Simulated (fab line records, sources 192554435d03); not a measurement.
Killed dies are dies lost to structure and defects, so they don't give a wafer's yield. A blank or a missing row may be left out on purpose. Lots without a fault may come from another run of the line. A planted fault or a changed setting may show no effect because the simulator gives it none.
fab line records | flow n5_finfet
record lots=6 wafers=18 last_day=17
route steps=1938 shown BEOL_M7@1293 PASSIVATION@1936
lots that met no fault: from a run of the same line without faults
start_h: hours from the record's first day to the start of the lot's first wafer shown | wait_h: hours since the lot's step before | " the same as in the row above | L1.1+2: a row that stands for several wafers | - no value, or no start given | * or withheld: withheld | < > ~ a bound
route shown NAME@n: a module of which the file shows steps, and the number in the route of the first | usual: mean/standard deviation of fault-free wafers | same: alike in all rows | chamber/n: place in a boat | sites: the reading at each site | _std_site: their standard deviation | _edge_site: outer sites' mean less inner sites' | radius_mm: how far each site lies from the wafer's centre | mask NAME#n: copy n | behind: the tool/chamber that last shaped the wafer | hold: why the lot was held/for how many hours/how that ended | device: the transistor (n, p or np) that didn't switch | end of line: the same wafers' tests at the end of the route | a step without rows: its recipe alone | killed: dies lost to structure and defects at the first sort, not the wafer's yield | map: a wafer's dies, x killed, . not, _ none there
set.NAME: the setting as run; set.NAME@STEP: as run at that earlier step | model.NAME: the simulator's own value behind a step, which no gauge read
lots at some steps of the route; a table a step, a row a wafer
services: from which hour (start_h, from the record's first day; less than 0 if before it) a tool's chamber was out of use, for how many hours, and why
## steps
# step N5_BEOL_M7_EXPOSE_25
# recipe mask_id=V6 na=0.33 source_shape=annular sigma_inner=0.4 sigma_outer=0.8 polarization=unpolarized target_cd_nm=40 dose_mj=42.5
# step N5_BEOL_M7_PEB_26
# recipe peb_temp_c=100 peb_time_s=60 resist=CAR-EUV
# step N5_BEOL_M7_DEVELOP_27
# recipe develop_time_s=30 developer=TMAH resist=CAR-EUV rinse_liquid=surfactant_rinse dry=air_spin dev_temp_c=23
# step N5_BEOL_M7_CD_MEAS_28
# recipe target_cd_nm=40 landing_energy_ev=500 detector=se_inlens
# usual cd_nm=39.97/0.21
# columns lot.wafer tool chamber start_h wait_h cd_nm
L520.2 cd_sem-03 0 210.05 - 40.02
L520.3 " 0 " " 39.68
L520.6 " 0 " " 39.94
L523.2 cd_sem-01 0 217.00 - 39.49
L523.3 " 0 " " 40.09
L523.6 " 0 " " 40.22
L532.4 cd_sem-01 0 284.27 - 39.87
L532.5 " 0 " " 39.87
L532.6 " 0 " " 39.95
L534.2 cd_sem-01 0 284.76 - 40.12
L534.3 " 0 " " 40.13
L534.5 " 0 " " 39.68
L538.2 cd_sem-02 0 301.76 - 40.13
L538.3 " 0 " " 40.02
L538.4 " 0 " " 40.18
L542.1 cd_sem-01 0 341.61 - 39.86
L542.2 " 0 " " 39.85
L542.5 " 0 " " 39.51
# step N5_BEOL_M7_OVL_MEAS_29
# recipe points_per_wafer=522
# usual V6_OVL=0.2/0.67
# same points_per_wafer=522
# columns lot.wafer tool chamber start_h wait_h V6_OVL[nm]
L520.2 overlay-02 0 210.08 0.0 0.9
L520.3 " 0 " " 1.3
L520.6 " 0 " " 0.6
L523.2 overlay-02 0 217.03 0.0 1.4
L523.3 " 0 " " 1.1
L523.6 " 0 " " 1.3
L532.4 overlay-02 0 284.32 0.0 0.6
L532.5 " 0 " " 0.2
L532.6 " 0 " " 1.2
L534.2 overlay-02 0 284.80 0.0 0.5
L534.3 " 0 " " -0.6
L534.5 " 0 " " -0.1
L538.2 overlay-01 0 301.80 0.0 -0.7
L538.3 " 0 " " -1.4
L538.4 " 0 " " -1.3
L542.1 overlay-01 0 341.64 0.0 0.5
L542.2 " 0 " " 0.4
L542.5 " 0 " " 0.8
# step N5_BEOL_M7_INSPECT_30
# recipe mode=adi inspect_instrument=brightfield
# usual raw_defect_count=438/110
# columns lot.wafer tool chamber start_h wait_h raw_defect_count
L520.2 defect_inspect-02 - 210.13 0.0 456
L520.3 " - " " 472
L520.6 " - " " 493
L523.2 defect_inspect-01 - 217.08 0.0 532
L523.3 " - " " 422
L523.6 " - " " 533
L532.4 defect_inspect-02 - 284.36 0.0 516
L532.5 " - " " 642
L532.6 " - " " 402
L534.2 defect_inspect-01 - 284.85 0.0 700
L534.3 " - " " 466
L534.5 " - " " 483
L538.2 defect_inspect-02 - 301.85 0.0 309
L538.3 " - " " 554
L538.4 " - " " 392
L542.1 defect_inspect-02 - 341.70 0.1 708
L542.2 " - " " 484
L542.5 " - " " 375
# step N5_BEOL_M7_DESCUM_33
# recipe chemistry=O2 time_s=7 source_power_w=50 bias_power_w=20 pressure_mtorr=20 rf_frequency_hz=2.712e+07 temp_c=40 resist=CAR-EUV o2_flow_sccm=225
# usual drypump_motor_current_A=5.7/0.53 oes_product_au=0.81/0.072 rf_vpp_V=243.4/1.2 showerhead_plenum_p_Torr=2.12/0.063 throttle_valve_pct=20.33/0.2
# same time_s=7
# columns lot.wafer tool chamber start_h wait_h drypump_motor_current_A oes_product_au rf_hours_counter_h rf_vpp_V showerhead_plenum_p_Torr throttle_valve_pct
L520.2 rie_diel-03 0 210.57 0.4 5.7 0.91 27 242.4 2.05 19.92
L520.3 " 2 " " 6.4 0.86 47 246.5 2.21 20.21
L520.6 " 1 " " 6.6 0.72 - 243.5 2.15 20.48
L523.2 rie_diel-01 1 217.12 0.0 5.7 0.77 146 242.0 2.10 20.38
L523.3 " 3 " " 5.5 0.87 45 242.6 2.13 20.37
L523.6 " 2 " " 4.8 0.81 - 242.1 2.03 20.17
L532.4 rie_diel-01 2 284.39 0.0 4.9 0.80 112 241.9 2.02 20.21
L532.5 " 3 " " 5.5 0.85 - 244.3 2.12 20.39
L532.6 " 0 " " 5.8 0.81 - 245.2 2.21 20.60
L534.2 rie_diel-01 0 284.88 0.0 5.8 0.80 80 244.1 2.21 20.60
L534.3 " 1 " " 5.7 0.75 169 243.1 2.09 20.41
L534.5 " 0 " " 5.8 0.81 - 246.7 2.21 20.58
L538.2 rie_diel-03 3 301.89 0.0 5.7 0.84 63 242.7 2.13 20.35
L538.3 " 0 " " 5.6 0.87 52 242.1 2.05 19.97
L538.4 " 2 " " 6.4 0.82 74 246.7 2.20 20.26
L542.1 rie_diel-03 2 342.00 0.3 6.4 0.82 87 245.0 2.20 20.27
L542.2 " 0 " " 5.6 0.86 63 241.3 2.04 19.98
L542.5 " 2 " " 6.4 0.81 - 244.3 2.20 20.27
# step N5_BEOL_M7_ETCH_72
# recipe chemistry=N2/H2 target=underlayer target_depth_a=65 mask_material=CAR-EUV time_s=5.2 ion_energy_ev=200 pressure_mtorr=30 source_w=840 bias_w=150 n2_flow_sccm=200 h2_flow_sccm=200 ends=cleared
# usual drypump_motor_current_A=5.7/0.52 etch_rf_on_time_s=5.17/0.088 n2_flow_sccm=200.0/0.61 oes_product_au=0.69/0.06 rf_fwd_power_W=819.1/2.4 rf_vpp_V=524.7/2.6 showerhead_plenum_p_Torr=2.57/0.081 throttle_valve_pct=17.74/0.19
# columns lot.wafer tool chamber start_h wait_h drypump_motor_current_A etch_rf_on_time_s n2_flow_sccm oes_product_au rf_fwd_power_W rf_hours_counter_h rf_vpp_V showerhead_plenum_p_Torr throttle_valve_pct
L520.2 rie_diel-03 0 210.61 0.0 5.7 5.26 199.5 0.79 819.7 27 521.5 2.49 17.30
L520.3 " 2 " " 6.4 5.24 199.8 0.73 817.6 47 528.4 2.71 17.74
L520.6 " 1 " " 6.6 5.23 200.4 0.61 816.4 - 526.4 2.62 17.91
L523.2 rie_diel-01 1 217.15 0.0 5.7 5.19 200.8 0.65 815.8 146 523.3 2.55 17.81
L523.3 " 3 " " 5.5 5.23 200.0 0.74 817.5 45 527.3 2.58 17.66
L523.6 " 2 " " 4.9 5.05 200.4 0.71 819.9 - 521.2 2.46 17.50
L532.4 rie_diel-01 2 284.42 0.0 4.9 4.98 199.9 0.70 819.5 112 522.3 2.45 17.50
L532.5 " 3 " " 5.5 5.14 200.4 0.71 819.2 - 525.0 2.57 17.72
L532.6 " 0 " " 5.8 5.09 200.3 0.70 818.8 - 527.9 2.67 17.91
L534.2 rie_diel-01 0 284.92 0.0 5.8 5.06 200.9 0.70 819.7 80 527.5 2.67 17.89
L534.3 " 1 " " 5.7 5.13 200.2 0.65 820.1 169 524.1 2.54 17.84
L534.5 " 0 " " 5.8 5.05 200.9 0.70 818.4 - 527.8 2.67 17.90
L538.2 rie_diel-03 3 301.92 0.0 5.8 5.05 198.9 0.74 821.0 63 525.5 2.58 17.76
L538.3 " 0 " " 5.7 5.30 200.0 0.74 819.2 52 521.0 2.48 17.36
L538.4 " 2 " " 6.4 5.20 199.7 0.71 821.5 74 528.9 2.70 17.78
L542.1 rie_diel-03 2 342.04 0.0 6.4 5.19 200.1 0.70 811.7 87 529.9 2.69 17.77
L542.2 " 0 " " 5.7 5.26 199.5 0.72 820.1 63 520.8 2.48 17.39
L542.5 " 2 " " 6.4 5.17 200.5 0.69 818.7 - 527.0 2.69 17.78
# step N5_BEOL_M7_ETCH_65
# recipe chemistry=CF4 target=SiARC target_depth_a=156 mask_material=CAR-EUV time_s=26 ion_energy_ev=80 pressure_mtorr=40 source_w=545 bias_w=36 Ar_flow_sccm=100 cf4_flow_sccm=100 ends=cleared
# usual drypump_motor_current_A=5.7/0.53 etch_rf_on_time_s=25.9/0.44 oes_product_au=0.69/0.061 rf_fwd_power_W=532.2/1.9 rf_vpp_V=184.3/1.1 showerhead_plenum_p_Torr=2.17/0.062 throttle_valve_pct=15.52/0.22
# columns lot.wafer tool chamber start_h wait_h drypump_motor_current_A etch_rf_on_time_s oes_product_au rf_fwd_power_W rf_hours_counter_h rf_vpp_V showerhead_plenum_p_Torr throttle_valve_pct
L520.2 rie_diel-03 0 210.62 0.0 5.6 26.4 0.78 531.2 27 184.1 2.10 15.06
L520.3 " 2 " " 6.4 25.6 0.74 531.5 47 185.2 2.26 15.41
L520.6 " 1 " " 6.6 26.0 0.62 531.5 - 184.8 2.20 15.72
L523.2 rie_diel-01 1 217.17 0.0 5.7 25.7 0.66 531.9 146 184.5 2.15 15.57
L523.3 " 3 " " 5.5 26.4 0.74 532.7 45 185.3 2.19 15.51
L523.6 " 2 " " 4.8 25.4 0.70 532.1 - 182.6 2.08 15.34
L532.4 rie_diel-01 2 284.44 0.0 4.9 25.2 0.68 531.1 112 182.4 2.07 15.39
L532.5 " 3 " " 5.5 25.8 0.73 531.5 - 183.6 2.18 15.56
L532.6 " 0 " " 5.8 25.5 0.70 531.8 - 186.3 2.26 15.70
L534.2 rie_diel-01 0 284.94 0.0 5.8 26.0 0.69 531.8 80 186.3 2.25 15.73
L534.3 " 1 " " 5.7 26.0 0.64 533.1 169 184.0 2.14 15.61
L534.5 " 0 " " 5.8 26.0 0.68 529.7 - 184.9 2.25 15.72
L538.2 rie_diel-03 3 301.94 0.0 5.8 25.1 0.73 530.2 63 183.8 2.17 15.48
L538.3 " 0 " " 5.7 26.2 0.75 533.6 52 183.3 2.09 15.11
L538.4 " 2 " " 6.4 25.6 0.71 531.8 74 185.5 2.25 15.48
L542.1 rie_diel-03 2 342.05 0.0 6.4 25.4 0.70 531.9 87 185.4 2.25 15.51
L542.2 " 0 " " 5.7 26.2 0.73 536.5 63 182.7 2.08 15.11
L542.5 " 2 " " 6.4 25.6 0.71 533.6 - 185.0 2.25 15.50
# step N5_BEOL_M7_ETCH_66
# recipe chemistry=N2/H2 target=SOC target_depth_a=800 overetch_a=160 mask_material=SiARC temp_c=40 time_s=120 ion_energy_ev=200 pressure_mtorr=30 source_w=840 bias_w=150 n2_flow_sccm=200 h2_flow_sccm=200
# usual drypump_motor_current_A=5.7/0.53 n2_flow_sccm=200.0/0.55 oes_product_au=0.62/0.053 rf_fwd_power_W=835.9/2.8 rf_vpp_V=524.7/2.3 showerhead_plenum_p_Torr=2.57/0.081 throttle_valve_pct=17.70/0.19
# same time_s=120
# columns lot.wafer tool chamber start_h wait_h drypump_motor_current_A n2_flow_sccm oes_product_au rf_fwd_power_W rf_hours_counter_h rf_vpp_V showerhead_plenum_p_Torr throttle_valve_pct
L520.2 rie_diel-03 0 210.65 0.0 5.7 198.5 0.71 834.5 27 523.6 2.49 17.29
L520.3 " 2 " " 6.4 200.0 0.65 831.9 47 526.7 2.71 17.67
L520.6 " 1 " " 6.6 200.2 0.56 837.1 - 527.7 2.62 17.88
L523.2 rie_diel-01 1 217.20 0.0 5.7 199.2 0.60 837.8 146 523.1 2.55 17.76
L523.3 " 3 " " 5.5 198.7 0.67 832.3 45 525.2 2.58 17.66
L523.6 " 2 " " 4.9 199.5 0.63 835.7 - 521.3 2.46 17.46
L532.4 rie_diel-01 2 284.47 0.0 4.9 200.7 0.61 840.8 112 522.0 2.45 17.48
L532.5 " 3 " " 5.5 200.4 0.64 834.5 - 526.2 2.57 17.66
L532.6 " 0 " " 5.8 200.0 0.62 837.6 - 528.4 2.67 17.86
L534.2 rie_diel-01 0 284.96 0.0 5.8 200.3 0.61 834.9 80 527.4 2.67 17.85
L534.3 " 1 " " 5.7 200.3 0.57 836.5 169 522.9 2.54 17.79
L534.5 " 0 " " 5.8 199.4 0.62 836.6 - 527.1 2.67 17.84
L538.2 rie_diel-03 3 301.97 0.0 5.7 199.4 0.64 839.8 63 525.2 2.58 17.72
L538.3 " 0 " " 5.7 200.3 0.68 840.3 52 522.8 2.48 17.31
L538.4 " 2 " " 6.4 200.3 0.64 834.8 74 526.7 2.70 17.74
L542.1 rie_diel-03 2 342.08 0.0 6.4 200.4 0.61 834.6 87 526.2 2.69 17.75
L542.2 " 0 " " 5.7 200.2 0.66 837.4 63 521.8 2.48 17.33
L542.5 " 2 " " 6.4 200.9 0.62 834.9 - 526.7 2.69 17.75
# step N5_BEOL_M7_STRIP_69
# recipe chemistry=N2/H2 temp_c=40 n2_flow_sccm=200 h2_flow_sccm=200 rf_frequency_hz=6e+07
# step N5_BEOL_M7_STRIP_73
# recipe chemistry=N2/H2 temp_c=40 n2_flow_sccm=200 h2_flow_sccm=200 rf_frequency_hz=6e+07
# step N5_BEOL_M7_VIA_ETCH_34
# recipe chemistry=C4F6/O2 target=SiCOH_lowk target_depth_a=1255 mask_material=SOC taper_deg=4 time_s=50.5 ion_energy_ev=250 pressure_mtorr=30 source_w=345 bias_w=185 Ar_flow_sccm=300 C4F6_flow_sccm=10 O2_flow_sccm=10
# usual drypump_motor_current_A=5.7/0.53 oes_f_703_au=0.80/0.068 oes_o_777_au=0.80/0.069 oes_product_au=0.80/0.071 rf_fwd_power_W=341.6/1.4 rf_vpp_V=667/5.2 showerhead_plenum_p_Torr=2.88/0.082 throttle_valve_pct=20.79/0.22
# same time_s=50.5
# columns lot.wafer tool chamber start_h wait_h drypump_motor_current_A oes_f_703_au oes_o_777_au oes_product_au rf_fwd_power_W rf_hours_counter_h rf_vpp_V showerhead_plenum_p_Torr throttle_valve_pct model.etch.depth_nm model.SOC_of_BEOL_M7_COAT_63.thk_nm
L520.2 rie_diel-03 0 210.75 0.0 5.6 0.90 0.90 0.92 342.5 27 673 2.79 20.36 124.8 54.2
L520.3 " 2 " " 6.4 0.86 0.85 0.86 340.4 47 659 3.01 20.70 126.7 54
L520.6 " 1 " " 6.6 0.72 0.72 0.73 340.2 - 668 2.93 20.94 124.2 54.2
L523.2 rie_diel-01 1 217.30 0.0 5.7 0.78 0.76 0.77 342.6 146 672 2.85 20.83 125.2 54.2
L523.3 " 3 " " 5.5 0.85 0.86 0.87 337.7 45 680 2.90 20.83 125.3 54
L523.6 " 2 " " 4.8 0.83 0.82 0.82 343.1 - 665 2.75 20.58 126.5 54
L532.4 rie_diel-01 2 284.57 0.0 4.9 0.81 0.81 0.80 342.8 112 666 2.74 20.60 128.3 53.8
L532.5 " 3 " " 5.5 0.82 0.82 0.84 338.7 - 679 2.89 20.87 126.1 54
L532.6 " 0 " " 5.8 0.57 0.60 0.75 260.4 - 769 3.00 21.04 112.6 54.8
L534.2 rie_diel-01 0 285.06 0.0 5.8 0.58 0.60 0.76 258.7 80 770 3.00 21.06 114 54.6
L534.3 " 1 " " 5.6 0.75 0.75 0.76 342.6 169 669 2.84 20.85 126.8 53.8
L534.5 " 0 " " 5.8 0.57 0.60 0.76 259.4 - 768 3.00 21.06 113.2 54.6
L538.2 rie_diel-03 3 302.07 0.0 5.7 0.86 0.87 0.85 342.2 63 667 2.88 20.81 126.7 53.8
L538.3 " 0 " " 5.7 0.86 0.86 0.88 341.8 52 673 2.78 20.41 124.9 54.2
L538.4 " 2 " " 6.4 0.83 0.82 0.83 343.5 75 661 2.99 20.74 126.6 54
L542.1 rie_diel-03 2 342.18 0.0 6.4 0.81 0.80 0.80 340.9 87 659 2.99 20.77 125.5 54
L542.2 " 0 " " 5.7 0.86 0.85 0.86 340.5 64 673 2.78 20.41 124.5 53.8
L542.5 " 2 " " 6.4 0.82 0.81 0.82 340.1 - 659 2.99 20.77 126.1 53.8
# step N5_BEOL_M7_STRIP_76
# recipe chemistry=C4F6/O2 resist=SiARC rf_frequency_hz=6e+07
# step N5_PASSIVATION_PROBE_49
# usual defect_limited_yield=91.3/1.4 killed_at_M0_to_M3=34/10 killed_at_M4_up=13/4.8 killed_at_contacts=12/6.1 killed_at_front_end=40/11 killed_at_other=3.7/2.8 killed_dies=103/16 killed_open=67/12 killed_short=34/7.4 sort_bin_5_function=5.1/0.95 sort_bin_6_memory=3.2/0.62 sort_n_pass=1077/16 sort_yield_pct=91.3/1.4
# same gross_dies=1180 killed_at_back_side=0 sort_bin_4_leakage[%]=0 sort_bin_8_speed[%]=0
# columns lot.wafer tool chamber start_h wait_h defect_limited_yield[%] killed_at_M0_to_M3 killed_at_M4_up killed_at_contacts killed_at_front_end killed_at_other killed_dies killed_open killed_short sort_bin_5_function[%] sort_bin_6_memory[%] sort_n_pass sort_yield_pct[%]
L520.2 prober-01 - 284.88 0.1 91.2 35 4 13 49 3 104 60 44 5.0 3.2 1076 91.2
L520.3 prober-01 - 284.93 0.1 89.5 44 5 30 44 1 124 88 35 5.8 4.4 1056 89.5
L520.6 prober-01 - 285.08 0.3 89.7 48 11 18 42 3 122 96 25 6.3 3.8 1058 89.7
L523.2 prober-01 - 289.46 0.1 93.1 29 9 11 32 1 82 53 29 4.5 2.2 1098 93.1
L523.3 prober-01 - 289.51 0.1 89.9 36 13 24 43 3 119 81 38 6.1 3.4 1061 89.9
L523.6 prober-01 - 289.66 0.3 93.1 19 12 15 33 2 81 58 23 4.0 2.7 1099 93.1
L534.2 prober-01 - 368.67 0.1 91.7 22 7 3 59 7 98 59 39 5.3 3.0 1082 91.7
L534.3 prober-01 - 368.72 0.1 94.0 17 9 4 37 4 71 53 16 3.1 2.6 1109 94.0
L534.5 prober-01 - 368.82 0.2 91.9 24 2 14 49 7 96 65 30 4.2 3.7 1084 91.9
L542.1 prober-02 - 416.03 0.0 89.8 45 19 8 47 1 120 75 43 7.0 2.8 1060 89.8
L542.2 prober-02 - 416.08 0.1 91.4 30 22 18 31 1 102 64 36 4.6 3.5 1078 91.4
L542.5 prober-02 - 416.23 0.2 93.2 20 11 12 36 1 80 50 28 4.5 2.1 1100 93.2
# killed by level:class
L520.2 FIN_SAQP:geometric_particle:short=15 FIN_SAQP:geometric_particle:open=13 MOL_CONTACT_COAG:geometric_particle:open=11 BEOL_M0_SAQP:geometric_particle:open=10 BEOL_M0_SAQP:geometric_particle:short=8 STI_FIN_REVEAL:geometric_particle:open=7 BEOL_M1:geometric_particle:open=4 GATE_CUT:geometric_particle:short=3
L520.3 MOL_CONTACT_COAG:geometric_particle:open=30 BEOL_M0_SAQP:geometric_particle:open=17 FIN_SAQP:geometric_particle:open=14 BEOL_M0_SAQP:geometric_particle:short=9 FIN_SAQP:geometric_particle:short=8 GATE_CUT:geometric_particle:short=7 BEOL_M1:geometric_particle:open=7 BEOL_M2:geometric_particle:open=4
L520.6 MOL_CONTACT_COAG:geometric_particle:open=17 STI_FIN_REVEAL:geometric_particle:open=11 BEOL_M1:geometric_particle:open=11 BEOL_M2:geometric_particle:open=10 BEOL_M3:geometric_particle:open=10 FIN_SAQP:geometric_particle:open=7 BEOL_M0_SAQP:geometric_particle:short=7 FIN_SAQP:geometric_particle:short=5
L523.2 FIN_SAQP:geometric_particle:open=10 BEOL_M0_SAQP:geometric_particle:open=9 STI_FIN_REVEAL:geometric_particle:open=7 FIN_SAQP:geometric_particle:short=6 MOL_CONTACT_COAG:geometric_particle:open=6 BEOL_M1:geometric_particle:open=6 MOL_CONTACT_COAG:geometric_particle:short=5 BEOL_M0_SAQP:geometric_particle:short=4
L523.3 MOL_CONTACT_COAG:geometric_particle:open=18 STI_FIN_REVEAL:geometric_particle:open=16 BEOL_M0_SAQP:geometric_particle:open=9 BEOL_M0_SAQP:geometric_particle:short=8 FIN_SAQP:geometric_particle:short=7 MOL_CONTACT_COAG:geometric_particle:short=6 BEOL_M4:geometric_particle:open=6 BEOL_M3:geometric_particle:short=5
L523.6 FIN_SAQP:geometric_particle:open=10 MOL_CONTACT_COAG:geometric_particle:open=10 STI_FIN_REVEAL:geometric_particle:open=7 BEOL_M2:geometric_particle:open=6 BEOL_M4:geometric_particle:open=6 MOL_CONTACT_COAG:geometric_particle:short=5 FIN_SAQP:geometric_particle:short=3 DUMMY_GATE:geometric_particle:open=3
L534.2 FIN_SAQP:geometric_particle:open=16 FIN_SAQP:geometric_particle:short=14 STI_FIN_REVEAL:geometric_particle:open=11 DUMMY_GATE:geometric_particle:open=5 BEOL_M1:geometric_particle:open=5 STI_FIN_REVEAL:geometric_particle:short=4 BEOL_M2:geometric_particle:open=4 BEOL_M0_SAQP:geometric_particle:short=3
L534.3 FIN_SAQP:geometric_particle:open=11 STI_FIN_REVEAL:geometric_particle:open=6 DUMMY_GATE:geometric_particle:open=6 BEOL_M2:geometric_particle:open=5 MOL_CONTACT_COAG:geometric_particle:open=4 BEOL_M0_SAQP:geometric_particle:short=3 BEOL_M8:geometric_particle:open=3 BEOL_M3:geometric_particle:open=3
L534.5 FIN_SAQP:geometric_particle:open=15 MOL_CONTACT_COAG:geometric_particle:open=11 BEOL_M2:geometric_particle:open=9 FIN_SAQP:geometric_particle:short=7 STI_FIN_REVEAL:geometric_particle:open=5 GATE_CUT:geometric_particle:short=5 BEOL_M0_SAQP:geometric_particle:open=4 STI_FIN_REVEAL:geometric_particle:short=3
L542.1 BEOL_M0_SAQP:geometric_particle:open=15 STI_FIN_REVEAL:geometric_particle:open=12 BEOL_M0_SAQP:geometric_particle:short=10 BEOL_M4:geometric_particle:open=9 GATE_CUT:geometric_particle:short=7 BEOL_M3:geometric_particle:open=6 MOL_CONTACT_COAG:geometric_particle:open=5 BEOL_M2:geometric_particle:open=5
L542.2 MOL_CONTACT_COAG:geometric_particle:open=12 BEOL_M0_SAQP:geometric_particle:open=10 BEOL_M4:geometric_particle:open=10 BEOL_M0_SAQP:geometric_particle:short=8 GATE_CUT:geometric_particle:short=7 MOL_CONTACT_COAG:geometric_particle:short=6 BEOL_M3:geometric_particle:open=6 FIN_SAQP:geometric_particle:short=5
L542.5 MOL_CONTACT_COAG:geometric_particle:open=9 GATE_CUT:geometric_particle:open=7 DUMMY_GATE:geometric_particle:open=6 BEOL_M0_SAQP:geometric_particle:short=6 BEOL_M0_SAQP:geometric_particle:open=6 GATE_CUT:geometric_particle:short=5 BEOL_M4:geometric_particle:open=5 STARTING-WAFER:geometric_particle:open=4
## services
# columns tool chamber start_h hours kind
rie_diel-03 3 214.67 3.1 repair
rie_diel-01 0 216.59 1.2 repair
rie_diel-03 2 224.91 9.3 repair
rie_diel-03 0 240.51 12.8 repair
rie_diel-01 0 301.30 18.0 repair
rie_diel-01 2 304.72 3.9 repair
rie_diel-03 1 340.21 - clean
rie_diel-03 1 340.21 - consumable_replace:focus_ring
rie_diel-03 1 340.21 20.5 scheduled_down
rie_diel-03 1 340.21 20.5 vent_cycle
## key
first_sign step=N5_BEOL_M7_VIA_ETCH_34 reading=rf_fwd_power_W direction=down sigmas=57 usual=* struck=*
effect step=N5_BEOL_M7_VIA_ETCH_34 reading=rf_vpp_V direction=up sigmas=19 usual=667 struck=769
model_effect step=N5_BEOL_M7_VIA_ETCH_34 value=etch.depth_nm without=125.9 struck=113.3
met_at N5_BEOL_M7_VIA_ETCH_34
struck_wafers L532.6,L534.2,L534.5
fault kind=process_parameter_drift tool=rie_diel-01 chamber=0 onset_h=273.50 steps=N5_BEOL_M7_VIA_ETCH_34 channel=source_w offset=-82.8 shape=step end_h=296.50 acts_in=these_recipes_only stated=345
